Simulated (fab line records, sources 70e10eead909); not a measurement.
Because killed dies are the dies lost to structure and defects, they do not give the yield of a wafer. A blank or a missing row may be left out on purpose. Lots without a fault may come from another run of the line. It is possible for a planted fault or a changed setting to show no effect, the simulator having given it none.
Chamber matching | flow nand-harc | NHARC_A_ZERO_WELL_ETCH_13 on rie-si-01 has 4 sister chambers
The step etches the open film in HBr/Cl2, target depth 120 nm, time 40.1 s. 4 wafers are shown with their chamber, then 8 later ones without.

== WAFERS PAIRED WITH THEIR CHAMBERS ==
wafer  | chamber | drypump-motor-current-A (A)
L084.2 | 0       | 5.5
L084.3 | 2       | 5.5
L084.5 | 1       | 6.3
L087.3 | 3       | 6.0

== WAFERS WITHOUT THEIR CHAMBER ==
wafer  | drypump-motor-current-A (A)
L087.5 | 5.6
L087.6 | 6.3
L094.1 | 5.5
L094.3 | 5.9
L094.4 | 5.5
L095.1 | 5.5
L095.2 | 6.0
L095.3 | 6.3

== WHICH CHAMBER EACH WENT THROUGH ==
wafer  | from the rows above     | in truth
L087.5 | can't be placed: 0 or 2 | 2
L087.6 | 1                       | 1
L094.1 | can't be placed: 0 or 2 | 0
L094.3 | 3                       | 3
L094.4 | can't be placed: 0 or 2 | 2
L095.1 | can't be placed: 0 or 2 | 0
L095.2 | 3                       | 3
L095.3 | 1                       | 1
4 of 8 placed correctly. Can't be placed from these rows: 4 (the true chamber is among the candidates in 4). Placed wrongly: 0.
How it was worked out, from the rows above alone: a wafer's distance from a chamber is the root of the sum, over the readings, of the square of ((its reading less the chamber's mean) divided by the reading's scatter). If the next closest chamber is less than 2 further off than the closest, the wafer can't be placed; otherwise it belongs to the closest. The mean given for a chamber averages the wafers shown for that chamber. The scatter (one wafer shown for each chamber): square how far every hidden wafer sits from the nearest shown wafer, average those squares and take the square root.
